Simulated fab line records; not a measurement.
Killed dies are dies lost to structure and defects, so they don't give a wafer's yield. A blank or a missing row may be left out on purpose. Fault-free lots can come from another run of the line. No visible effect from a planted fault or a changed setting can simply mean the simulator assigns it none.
fab line records | flow n5-finfet
record lots=9 | wafers=23 | last-day=18
route steps=1938 shown MOL_CONTACT_COAG@615 BEOL_M0_SAQP@638 BEOL_M4@1111
lots with no fault: from the same line, run without faults
start-h: hours from the record's opening day to when the first of the lot's shown wafers began | wait-h: how many hours have passed since the lot's step before this one | " unchanged from the row above | L1.1+2: a row that stands for several wafers | - no value present, or no start provided | * or withheld: withheld | < > ~ a bound
route shown NAME@n: NAME is a module with steps in the file, n the number in the route of the first one | usual: mean and standard deviation over wafers with no fault | same: alike in all rows | chamber/n: place in a boat | sites: per-site readings | _std_site: the standard deviation of these | _edge_site: the outer-site mean with the inner-site mean subtracted | radius-mm: how far each site lies from the wafer's centre | mask NAME#n: copy n | behind: the last tool/chamber to shape the wafer | hold: the reason the lot was held/the length of the hold in hours/how it ended | device: transistor that didn't switch, given as n, p or np | end of line: the same wafers' tests at the end of the route | a step given without rows: its recipe and nothing more | killed: at the first sort, the dies lost to defects and structure; wafer yield is something else | map: dies across one wafer; x = killed, . = not, _ = none there
set.NAME: setting as actually run; set.NAME@STEP: the setting as run at that earlier step | model.NAME: the simulator's own value behind a step, which no gauge read
the route's steps for a sample of lots (tables are steps, rows are wafers)
services: from which hour (start-h, from the record's first day; less than 0 if before it) a tool's chamber was out of use, for how many hours, and why
## steps
# step N5_MOL_CONTACT_COAG_VIA_ETCH_117
# recipe chemistry=C4F6/O2 | target-depth-a=400 | overetch-a=80 | mask-material=SOC | target=SiO2 | bias-w=455 | pressure-mtorr=10 | time-s=26 | source-w=325 | Ar_flow_sccm=300 | C4F6_flow_sccm=10 | O2_flow_sccm=10 | ion-energy-ev=575.3 | ends=end-point
# usual drypump-motor-current-A=5.6/0.4 | oes_ar_750_au=0.82/0.092 | oes_o_777_au=0.83/0.1 | oes-product-au=0.73/0.076 | rf-vpp-V=1588/29 | showerhead-plenum-p-Torr=2.86/0.073 | throttle-valve-pct=41.2/0.33
lot.wafer | tool        | chamber | start-h | wait-h | drypump-motor-current-A | oes_ar_750_au | oes_o_777_au | oes-product-au | rf-hours-counter-h | rf-vpp-V | showerhead-plenum-p-Torr | throttle-valve-pct
L989.2    | rie-diel-01 | 3       | 103.65  | 0.0    | 5.6                     | 0.71          | 0.70         | 0.63           | 192                | 1604     | 2.94                     | 41.2
L989.3    | "           | 3       | "       | "      | 5.6                     | 0.70          | 0.70         | 0.63           | -                  | 1604     | 2.94                     | 41.2
L989.5    | "           | 3       | "       | "      | 5.6                     | 0.70          | 0.70         | 0.64           | -                  | 1605     | 2.94                     | 41.2
L998.2    | rie-diel-06 | 2       | 170.32  | 0.0    | 5.3                     | 0.86          | 0.87         | 0.77           | 47                 | 1612     | 2.98                     | 40.6
L998.4    | "           | 2       | "       | "      | 5.2                     | 0.86          | 0.87         | 0.76           | -                  | 1610     | 2.98                     | 40.6
L998.6    | "           | 0       | "       | "      | 5.3                     | 0.75          | 0.76         | 0.67           | -                  | 1578     | 2.83                     | 41.5
L100.1    | rie-diel-06 | 2       | 174.96  | 0.0    | 5.3                     | 0.86          | 0.86         | 0.77           | 49                 | 1612     | 2.97                     | 40.7
L100.4    | "           | 1       | "       | "      | 6.2                     | 0.71          | 0.71         | 0.65           | -                  | 1557     | 2.71                     | 41.4
L100.6    | "           | 2       | "       | "      | 5.3                     | 0.86          | 0.86         | 0.77           | -                  | 1612     | 2.97                     | 40.6
L101.1    | rie-diel-05 | 3       | 182.08  | 0.0    | 6.3                     | 0.69          | 0.68         | 0.61           | 246                | 1566     | 2.91                     | 40.9
L101.2    | "           | 2       | "       | "      | 5.8                     | 0.88          | 0.91         | 0.77           | 50                 | 1610     | 2.76                     | 41.1
L101.3    | "           | 1       | "       | "      | 5.9                     | 0.88          | 0.87         | 0.78           | 37                 | 1625     | 2.75                     | 41.2
L103.4    | rie-diel-06 | 0       | 190.48  | 0.0    | 5.3                     | 0.75          | 0.75         | 0.66           | 163                | 1577     | 2.83                     | 41.5
L103.5    | "           | 3       | "       | "      | 5.1                     | 0.99          | 0.99         | 0.87           | -                  | 1626     | 2.92                     | 41.7
L103.6    | "           | 0       | "       | "      | 5.4                     | 0.75          | 0.76         | 0.66           | -                  | 1578     | 2.83                     | 41.5
L104.1    | rie-diel-01 | 3       | 196.18  | 0.0    | 5.6                     | 0.68          | 0.68         | 0.61           | 229                | 1603     | 2.92                     | 41.3
L104.2    | "           | 1       | "       | "      | 6.1                     | 0.83          | 0.84         | 0.73           | 88                 | 1579     | 2.88                     | 41.6
L108.2    | rie-diel-05 | 3       | 228.41  | 0.0    | 6.3                     | 0.93          | 0.92         | 0.83           | 7                  | 1566     | 2.90                     | 41.2
L108.3    | "           | 1       | "       | "      | 5.9                     | 0.85          | 0.84         | 0.77           | 54                 | 1624     | 2.74                     | 41.3
L109.2    | rie-diel-06 | 2       | 232.41  | 0.0    | 5.3                     | 0.83          | 0.83         | 0.75           | 70                 | 1611     | 2.96                     | 40.6
L109.5    | "           | 0       | "       | "      | 5.3                     | 0.74          | 0.74         | 0.66           | -                  | 1576     | 2.82                     | 41.5
L110.3    | rie-diel-01 | 2       | 243.94  | 0.0    | 4.9                     | 0.89          | 0.92         | 0.79           | 51                 | 1632     | 2.88                     | 41.0
L110.4    | "           | 3       | "       | "      | 5.6                     | 0.67          | 0.67         | 0.60           | 247                | 1602     | 2.91                     | 41.3
# step N5_MOL_CONTACT_COAG_ETCH_124
# recipe chemistry=CH3F/O2 | target=SiNx | target-depth-a=65 | mask-material=SOC | stop-on=SiOC | over-etch-frac=0.3 | ion-energy-ev=120 | pressure-mtorr=30 | source-w=395 | bias-w=73 | Ar_flow_sccm=150 | CH3F_flow_sccm=30 | O2_flow_sccm=20 | ends=end-point
# usual drypump-motor-current-A=5.6/0.4 | oes_ar_750_au=0.81/0.09 | oes_o_777_au=0.82/0.1 | oes-product-au=0.70/0.075 | rf-vpp-V=298/5.8 | showerhead-plenum-p-Torr=2.02/0.054 | throttle-valve-pct=16.28/0.2
lot.wafer | tool        | chamber | start-h | wait-h | drypump-motor-current-A | oes_ar_750_au | oes_o_777_au | oes-product-au | rf-hours-counter-h | rf-vpp-V | showerhead-plenum-p-Torr | throttle-valve-pct
L989.2    | rie-diel-01 | 3       | 103.70  | 0.0    | 5.6                     | 0.70          | 0.69         | 0.60           | 192                | 301      | 2.07                     | 16.52
L989.3    | "           | 3       | "       | "      | 5.6                     | 0.70          | 0.69         | 0.61           | -                  | 302      | 2.07                     | 16.52
L989.5    | "           | 3       | "       | "      | 5.6                     | 0.70          | 0.69         | 0.61           | -                  | 302      | 2.07                     | 16.52
L998.2    | rie-diel-06 | 2       | 170.34  | 0.0    | 5.3                     | 0.85          | 0.85         | 0.73           | 47                 | 302      | 2.10                     | 16.03
L998.4    | "           | 2       | "       | "      | 5.3                     | 0.86          | 0.86         | 0.74           | -                  | 302      | 2.10                     | 16.03
L998.6    | "           | 0       | "       | "      | 5.3                     | 0.76          | 0.76         | 0.64           | -                  | 297      | 1.99                     | 16.45
L100.1    | rie-diel-06 | 2       | 174.99  | 0.0    | 5.3                     | 0.85          | 0.85         | 0.74           | 49                 | 303      | 2.10                     | 16.03
L100.4    | "           | 1       | "       | "      | 6.1                     | 0.72          | 0.71         | 0.61           | -                  | 291      | 1.90                     | 16.41
L100.6    | "           | 2       | "       | "      | 5.3                     | 0.85          | 0.85         | 0.74           | -                  | 302      | 2.10                     | 16.03
L101.1    | rie-diel-05 | 3       | 182.11  | 0.0    | 6.3                     | 0.68          | 0.68         | 0.58           | 246                | 293      | 2.05                     | 16.56
L101.2    | "           | 2       | "       | "      | 5.8                     | 0.88          | 0.90         | 0.75           | 50                 | 303      | 1.94                     | 16.31
L101.3    | "           | 1       | "       | "      | 5.9                     | 0.87          | 0.87         | 0.76           | 37                 | 304      | 1.93                     | 16.24
L103.4    | rie-diel-06 | 0       | 190.51  | 0.0    | 5.3                     | 0.74          | 0.75         | 0.64           | 163                | 295      | 1.99                     | 16.45
L103.5    | "           | 3       | "       | "      | 5.1                     | 0.97          | 0.98         | 0.83           | -                  | 306      | 2.06                     | 16.19
L103.6    | "           | 0       | "       | "      | 5.3                     | 0.74          | 0.75         | 0.64           | -                  | 297      | 1.99                     | 16.47
L104.1    | rie-diel-01 | 3       | 196.21  | 0.0    | 5.6                     | 0.68          | 0.67         | 0.58           | 229                | 300      | 2.06                     | 16.60
L104.2    | "           | 1       | "       | "      | 6.1                     | 0.84          | 0.85         | 0.70           | 88                 | 295      | 2.02                     | 16.36
L108.2    | rie-diel-05 | 3       | 228.44  | 0.0    | 6.3                     | 0.93          | 0.91         | 0.79           | 7                  | 294      | 2.05                     | 16.16
L108.3    | "           | 1       | "       | "      | 5.8                     | 0.84          | 0.85         | 0.73           | 54                 | 305      | 1.93                     | 16.26
L109.2    | rie-diel-06 | 2       | 232.44  | 0.0    | 5.3                     | 0.83          | 0.82         | 0.71           | 70                 | 301      | 2.10                     | 16.07
L109.5    | "           | 0       | "       | "      | 5.3                     | 0.74          | 0.74         | 0.63           | -                  | 295      | 1.99                     | 16.50
L110.3    | rie-diel-01 | 2       | 243.97  | 0.0    | 4.9                     | 0.89          | 0.91         | 0.75           | 51                 | 308      | 2.03                     | 16.08
L110.4    | "           | 3       | "       | "      | 5.6                     | 0.66          | 0.66         | 0.58           | 247                | 300      | 2.06                     | 16.60
# step N5_BEOL_M0_SAQP_PECVD_04
# recipe material=a-Si | target-thk-a=600 | temp-c=350 | precursor=SiH4/He | pressure-torr=3 | rf-w=100 | time-s=60.2
# usual heater-power-w=628/52 | showerhead-plenum-p-Torr=5.67/0.056 | susceptor-temp-C=349.97/0.23 | throttle-valve-pct=18.0/1.1
lot.wafer | tool     | chamber | start-h | wait-h | heater-power-w | showerhead-plenum-p-Torr | susceptor-temp-C | throttle-valve-pct
L989.2    | pecvd-01 | 2       | 129.96  | 0.0    | 721            | 5.62                     | 349.73           | 18.3
L989.3    | "        | 0       | "       | "      | 634            | 5.65                     | 349.93           | 17.1
L989.5    | "        | 2       | "       | "      | 718            | 5.61                     | 349.86           | 18.5
L998.2    | pecvd-04 | 1       | 175.64  | 0.0    | 590            | 5.74                     | 349.92           | 17.8
L998.4    | "        | 2       | "       | "      | 594            | 5.68                     | 350.21           | 16.0
L998.6    | "        | 1       | "       | "      | 584            | 5.74                     | 350.13           | 18.0
L100.1    | pecvd-04 | 2       | 183.32  | 0.0    | 639            | 5.69                     | 349.67           | 15.8
L100.4    | "        | 0       | "       | "      | 612            | 5.69                     | 349.77           | 18.7
L100.6    | "        | 2       | "       | "      | 608            | 5.70                     | 349.53           | 15.9
L101.1    | pecvd-01 | 1       | 190.96  | 0.0    | 591            | 5.56                     | 350.03           | 19.6
L101.2    | "        | 2       | "       | "      | 747            | 5.62                     | 349.95           | 18.7
L101.3    | "        | 0       | "       | "      | 585            | 5.64                     | 349.75           | 17.1
L103.4    | pecvd-03 | 1       | 196.10  | 0.0    | 617            | 5.74                     | 349.89           | 18.7
L103.5    | "        | 2       | "       | "      | 622            | 5.66                     | 350.05           | 17.4
L103.6    | "        | 0       | "       | "      | 593            | 5.71                     | 349.47           | 18.7
L104.1    | pecvd-04 | 0       | 201.77  | 0.0    | 683            | 5.66                     | 350.14           | 18.9
L104.2    | "        | 2       | "       | "      | 573            | 5.68                     | 349.89           | 16.1
L108.2    | pecvd-04 | 2       | 233.35  | 0.0    | 555            | 5.69                     | 350.03           | 16.2
L108.3    | "        | 0       | "       | "      | 723            | 5.67                     | -                | 18.9
L109.2    | pecvd-04 | 2       | 237.92  | 0.0    | 563            | 5.70                     | 350.21           | 16.3
L109.5    | "        | 2       | "       | "      | 584            | 5.69                     | -                | 16.2
L110.3    | pecvd-04 | 2       | 254.97  | 0.0    | 529            | 5.69                     | -                | 16.3
L110.4    | "        | 1       | "       | "      | 591            | 5.75                     | 349.92           | 18.1
# step N5_BEOL_M0_SAQP_THK_MEAS_05
# usual thk-nm=59.9/0.79
lot.wafer | tool          | chamber | start-h | wait-h | thk-nm
L989.2    | film-metro-02 | -       | 130.05  | 0.1    | 59.2
L989.3    | "             | -       | "       | "      | 59.2
L989.5    | "             | -       | "       | "      | 59.4
L998.2    | film-metro-02 | -       | 175.74  | 0.1    | 58.7
L998.4    | "             | -       | "       | "      | 59.8
L998.6    | "             | -       | "       | "      | 59.4
L100.1    | film-metro-01 | -       | 183.43  | 0.1    | 58.7
L100.4    | "             | -       | "       | "      | 60.9
L100.6    | "             | -       | "       | "      | 60.1
L101.1    | film-metro-02 | -       | 191.05  | 0.1    | 58.9
L101.2    | "             | -       | "       | "      | 59.6
L101.3    | "             | -       | "       | "      | 58.2
L103.4    | film-metro-01 | -       | 196.18  | 0.0    | 60.2
L103.5    | "             | -       | "       | "      | 61.1
L103.6    | "             | -       | "       | "      | 60.6
L104.1    | film-metro-01 | -       | 201.86  | 0.1    | 59.7
L104.2    | "             | -       | "       | "      | 59.6
L108.2    | film-metro-01 | -       | 233.45  | 0.1    | 59.5
L108.3    | "             | -       | "       | "      | 36.2
L109.2    | film-metro-01 | -       | 238.02  | 0.1    | 58.7
L109.5    | "             | -       | "       | "      | 35.5
L110.3    | film-metro-02 | -       | 255.06  | 0.1    | 35.6
L110.4    | "             | -       | "       | "      | 60.0
# step N5_BEOL_M0_SAQP_DESCUM_19
# recipe chemistry=O2 | time-s=7.9 | source-power-w=50 | bias-power-w=20 | pressure-mtorr=20 | rf-frequency-hz=2.712e+07 | temp-c=40 | resist=CAR-ArF | o2-flow-sccm=225
# usual drypump-motor-current-A=5.7/0.42 | oes-product-au=0.79/0.085 | rf-vpp-V=242.9/1.5 | showerhead-plenum-p-Torr=2.08/0.078 | temp-c=40.00/0.11 | throttle-valve-pct=20.45/0.25
lot.wafer | tool        | chamber | start-h | wait-h | drypump-motor-current-A | oes-product-au | rf-hours-counter-h | rf-vpp-V | showerhead-plenum-p-Torr | temp-c | throttle-valve-pct
L989.2    | rie-diel-03 | 1       | 130.96  | 0.2    | 5.8                     | 0.69           | 247                | 244.6    | 2.14                     | 40.14  | 20.66
L989.3    | "           | 3       | "       | "      | 6.3                     | 0.84           | 85                 | 244.8    | 2.20                     | 40.02  | 20.43
L989.5    | "           | 3       | "       | "      | 6.3                     | 0.84           | -                  | 245.6    | 2.20                     | 39.80  | 20.41
L998.2    | rie-diel-04 | 0       | 176.67  | 0.5    | 6.4                     | 0.78           | 113                | 240.7    | 1.94                     | 40.14  | 20.55
L998.4    | "           | 1       | "       | "      | 6.2                     | 0.80           | -                  | 243.0    | 2.09                     | 39.96  | 20.21
L998.6    | "           | 0       | "       | "      | 6.3                     | 0.79           | -                  | 240.5    | 1.94                     | 40.00  | 20.54
L100.1    | rie-diel-02 | 2       | 184.12  | 0.3    | 5.8                     | 0.69           | 226                | 242.1    | 2.05                     | 39.98  | 20.22
L100.4    | "           | 3       | "       | "      | 5.4                     | 0.72           | 161                | 243.3    | 2.10                     | 39.86  | 20.52
L100.6    | "           | 3       | "       | "      | 5.5                     | 0.73           | -                  | 242.7    | 2.10                     | 40.09  | 20.52
L101.1    | rie-diel-02 | 3       | 191.52  | 0.1    | 5.5                     | 0.73           | 164                | 241.9    | 2.10                     | 39.96  | 20.54
L101.2    | "           | 2       | "       | "      | 5.8                     | 0.69           | 228                | 243.4    | 2.05                     | 39.98  | 20.23
L101.3    | "           | 1       | "       | "      | 5.2                     | 0.91           | 28                 | 242.4    | 2.05                     | 39.98  | 20.07
L103.4    | rie-diel-03 | 3       | 196.62  | 0.0    | 6.3                     | 0.80           | 109                | 246.2    | 2.19                     | 40.03  | 20.45
L103.5    | "           | 3       | "       | "      | 6.3                     | 0.81           | -                  | 244.0    | 2.19                     | 40.10  | 20.47
L103.6    | "           | 0       | "       | "      | 5.4                     | 0.71           | -                  | 242.4    | 2.10                     | 40.03  | 21.01
L104.1    | rie-diel-03 | 2       | 202.31  | 0.0    | 5.7                     | 0.84           | 65                 | 242.3    | 2.12                     | 40.10  | 20.39
L104.2    | "           | 1       | "       | "      | 5.8                     | 0.94           | 9                  | 244.8    | 2.14                     | 39.97  | 20.26
L108.2    | rie-diel-03 | 1       | 234.38  | 0.4    | 5.8                     | 0.93           | 18                 | 244.5    | 2.14                     | 40.03  | 20.28
L108.3    | "           | 2       | "       | "      | 5.7                     | 0.83           | 73                 | 243.6    | 2.11                     | 39.93  | 20.41
L109.2    | rie-diel-02 | 2       | 238.59  | 0.0    | 5.8                     | 0.67           | 243                | 243.7    | 2.04                     | 39.90  | 20.26
L109.5    | "           | 2       | "       | "      | 5.8                     | 0.67           | -                  | 242.5    | 2.04                     | 39.98  | 20.23
L110.3    | rie-diel-03 | 3       | 256.15  | 0.4    | 6.3                     | 0.79           | 125                | 244.1    | 2.19                     | 40.05  | 20.48
L110.4    | "           | 2       | "       | "      | 5.7                     | 0.82           | 78                 | 244.4    | 2.11                     | 39.80  | 20.41
# step N5_BEOL_M0_SAQP_MANDREL_ETCH_20
# recipe target-depth-a=600 | chemistry=HBr/Cl2 | target=a-Si | stop-on=SiNx | bt-time-s=10 | mask-material=SOC | over-etch-frac=0.5 | time-s=30 | pressure-mtorr=10 | icp-w=800 | bias-w=75 | HBr_flow_sccm=150 | Cl2_flow_sccm=80 | ends=end-point
# usual drypump-motor-current-A=5.9/0.42 | oes-product-au=0.769/0.015 | throttle-valve-pct=35.4/0.3
lot.wafer | tool      | chamber | start-h | wait-h | drypump-motor-current-A | oes-product-au | rf-hours-counter-h | throttle-valve-pct
L989.2    | rie-si-01 | 0       | 131.24  | 0.0    | 5.4                     | 0.774          | 39                 | 35.6
L989.3    | "         | 2       | "       | "      | 6.2                     | 0.753          | 196                | 35.7
L989.5    | "         | 3       | "       | "      | 6.5                     | 0.749          | -                  | 36.0
L998.2    | rie-si-01 | 1       | 176.95  | 0.0    | 5.3                     | 0.772          | 58                 | 35.4
L998.4    | "         | 0       | "       | "      | 5.4                     | 0.769          | 40                 | 35.6
L998.6    | "         | 2       | "       | "      | 6.2                     | 0.779          | -                  | 35.3
L100.1    | rie-si-02 | 1       | 184.39  | 0.0    | 6.2                     | 0.754          | 22                 | 34.8
L100.4    | "         | 0       | "       | "      | 5.9                     | 0.810          | 20                 | 35.2
L100.6    | "         | 2       | "       | "      | 5.2                     | 0.763          | -                  | 35.2
L101.1    | rie-si-02 | 1       | 191.80  | 0.0    | 6.1                     | 0.760          | 22                 | 34.8
L101.2    | "         | 2       | "       | "      | 5.2                     | 0.747          | 154                | 35.2
L101.3    | "         | 0       | "       | "      | 6.0                     | 0.785          | 20                 | 35.3
L103.4    | rie-si-01 | 2       | 196.90  | 0.0    | 6.2                     | 0.789          | 1                  | 35.3
L103.5    | "         | 1       | "       | "      | 5.3                     | 0.780          | -                  | 35.3
L103.6    | "         | 2       | "       | "      | 6.2                     | 0.792          | -                  | 35.3
L104.1    | rie-si-04 | 1       | 202.58  | 0.0    | 6.5                     | 0.768          | 50                 | 35.4
L104.2    | "         | 2       | "       | "      | 5.9                     | 0.757          | 5                  | 35.6
L108.2    | rie-si-02 | 2       | 234.66  | 0.0    | 5.2                     | 0.753          | 155                | 35.2
L108.3    | "         | 0       | "       | "      | 6.0                     | 0.616          | 21                 | 35.6
L109.2    | rie-si-01 | 1       | 238.86  | 0.0    | 5.3                     | 0.767          | 60                 | 35.4
L109.5    | "         | 1       | "       | "      | 5.3                     | 0.594          | -                  | 35.7
L110.3    | rie-si-01 | 3       | 256.42  | 0.0    | 6.5                     | 0.573          | 76                 | 36.4
L110.4    | "         | 0       | "       | "      | 5.4                     | 0.777          | 41                 | 35.6
# step N5_BEOL_M4_RC_MEAS_101
# usual DIBL_N=36.0/1.7 | DIBL_P=36.2/2.3 | IOFF_N=0.16/0.03 | IOFF_P=0.21/0.036 | ION_N=679/11 | ION_P=465/7.1 | SS_N=71.4/0.58 | SS_P=73.3/0.75 | VT_N=249/3.1 | VT_P=-251/3.5
lot.wafer | tool      | chamber | start-h | wait-h | DIBL_N[mV/V] | DIBL_P[mV/V] | IOFF_N[nA/um] | IOFF_P[nA/um] | ION_N[uA/um] | ION_P[uA/um] | SS_N[mV/dec] | SS_P[mV/dec] | VT_N[mV] | VT_P[mV]
L989.2    | prober-01 | 0       | 189.24  | 0.2    | 33.9         | 33.3         | 0.14          | 0.19          | 673          | 461          | 71.0         | 73.1         | 248      | -250
L989.3    | "         | 0       | "       | "      | 32.7         | 31.5         | 0.12          | 0.17          | 665          | 459          | 70.9         | 72.2         | 252      | -253
L989.5    | "         | 0       | "       | "      | 35.4         | 35.5         | 0.15          | 0.21          | 683          | 467          | 70.4         | 72.8         | 249      | -249
L998.2    | prober-02 | 0       | 251.29  | 0.2    | 36.8         | 38.0         | 0.16          | 0.26          | 673          | 465          | 72.1         | 73.9         | 251      | -247
L998.4    | "         | 0       | "       | "      | 38.4         | 40.1         | 0.21          | 0.29          | 687          | 475          | 72.0         | 74.0         | 247      | -244
L998.6    | "         | 0       | "       | "      | 36.1         | 37.2         | 0.16          | 0.24          | 685          | 473          | 70.6         | 72.9         | 247      | -249
L100.1    | prober-01 | 0       | 251.64  | 0.2    | 35.9         | 35.8         | 0.15          | 0.22          | 681          | 470          | 71.1         | 73.0         | 249      | -252
L100.4    | "         | 0       | "       | "      | 36.5         | 36.3         | 0.14          | 0.21          | 679          | 469          | 71.9         | 73.3         | 252      | -250
L100.6    | "         | 0       | "       | "      | 36.0         | 35.3         | 0.14          | 0.21          | 677          | 469          | 71.3         | 73.0         | 253      | -247
L101.1    | prober-02 | 0       | 256.87  | 0.0    | 35.0         | 34.6         | 0.13          | 0.23          | 676          | 477          | 70.9         | 72.0         | 248      | -246
L101.2    | "         | 0       | "       | "      | 35.4         | 34.7         | 0.14          | 0.22          | 680          | 474          | 70.7         | 72.6         | 250      | -246
L101.3    | "         | 0       | "       | "      | 37.5         | 37.4         | 0.17          | 0.26          | 680          | 472          | 71.7         | 73.8         | 249      | -244
L103.4    | prober-01 | 0       | 259.43  | 0.5    | 33.6         | 34.0         | 0.16          | 0.19          | 687          | 461          | 71.4         | 73.0         | 249      | -254
L103.5    | "         | 0       | "       | "      | 35.7         | 35.9         | 0.18          | 0.20          | 697          | 464          | 71.6         | 73.0         | 247      | -250
L103.6    | "         | 0       | "       | "      | 35.5         | 35.8         | 0.18          | 0.21          | 695          | 463          | 71.7         | 73.6         | 246      | -250
L104.1    | prober-02 | 0       | 271.07  | 0.0    | 38.0         | 38.0         | 0.19          | 0.21          | 692          | 463          | 71.9         | 74.0         | 247      | -252
L104.2    | "         | 0       | "       | "      | 36.3         | 36.3         | 0.15          | 0.19          | 671          | 458          | 71.0         | 74.1         | 254      | -255
L108.2    | prober-02 | 0       | 306.69  | 0.2    | 36.4         | 37.7         | 0.16          | 0.22          | 681          | 469          | 71.8         | 73.6         | 249      | -251
L108.3    | "         | 0       | "       | "      | 37.2         | 38.2         | 0.18          | 0.23          | 680          | 464          | 71.8         | 74.4         | 249      | -252
L109.2    | prober-01 | 0       | 313.77  | 0.2    | 37.9         | 36.6         | 0.17          | 0.21          | 691          | 463          | 71.6         | 73.4         | 248      | -250
L109.5    | "         | 0       | "       | "      | 37.8         | 37.1         | 0.19          | 0.22          | 703          | 470          | 71.1         | 73.7         | 245      | -249
L110.3    | prober-02 | 0       | 321.16  | 0.3    | 34.0         | 35.8         | 0.13          | 0.17          | 665          | 456          | 70.7         | 72.6         | 254      | -252
L110.4    | "         | 0       | "       | "      | 40.8         | 43.6         | 0.28          | 0.32          | 701          | 481          | 72.3         | 74.5         | 241      | -247
## services
tool        | chamber | start-h | hours | kind
pecvd-01    | 2       | 81.98   | 10.8  | repair
rie-diel-05 | 1       | 89.71   | 3.3   | repair
rie-diel-06 | 3       | 100.54  | 10.5  | repair
rie-diel-02 | -       | 102.59  | 2.8   | pm
pecvd-03    | -       | 122.25  | 2.5   | repair
rie-si-01   | 1       | 123.29  | 8.5   | repair
rie-diel-06 | -       | 125.58  | 28.1  | pm
rie-diel-01 | 2       | 128.72  | 2.3   | repair
pecvd-01    | -       | 132.82  | 0.8   | repair
pecvd-03    | -       | 133.85  | 2.2   | repair
pecvd-04    | -       | 144.83  | 28.1  | pm
rie-diel-03 | 1       | 144.94  | 3.3   | repair
rie-diel-06 | 3       | 166.60  | -     | clean
rie-diel-06 | 3       | 166.60  | -     | consumable-replace:focus-ring
pecvd-01    | -       | 167.36  | 1.7   | repair
rie-si-04   | -       | 181.82  | 0.2   | repair
rie-diel-02 | -       | 197.02  | 0.7   | repair
pecvd-01    | -       | 200.16  | 2.8   | pm
rie-diel-02 | 1       | 204.40  | 10.7  | repair
rie-si-02   | 2       | 205.25  | 4.3   | repair
rie-si-04   | 1       | 221.61  | 23.3  | repair
rie-si-01   | 2       | 222.73  | 8.1   | repair
rie-diel-06 | 3       | 225.92  | 16.6  | repair
rie-diel-03 | 0       | 239.43  | 7.2   | repair
## key
first-sign step=N5_BEOL_M0_SAQP_THK_MEAS_05 | reading=thk-nm | direction=down | sigmas=31 | usual=* | struck=*
effect step=N5_BEOL_M0_SAQP_MANDREL_ETCH_20 | reading=oes-product-au | direction=down | sigmas=12 | usual=0.769 | struck=0.595
met-at N5_BEOL_M0_SAQP_PECVD_04
struck-lots L108,L109,L110
struck-wafers L108.3,L109.5,L110.3
not-acting-at N5_MOL_CONTACT_COAG_VIA_ETCH_117,N5_MOL_CONTACT_COAG_ETCH_124,N5_BEOL_M0_SAQP_DESCUM_19
onset-between 201.77 233.35
fault kind=process-parameter-drift | tool=pecvd-04 | chamber=- | onset-h=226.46 | steps=N5_BEOL_M0_SAQP_PECVD_04 | channel=time-s | offset=* | shape=step | end-h=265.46 | scope=struck-wafers-only | acts-in=* | stated=*
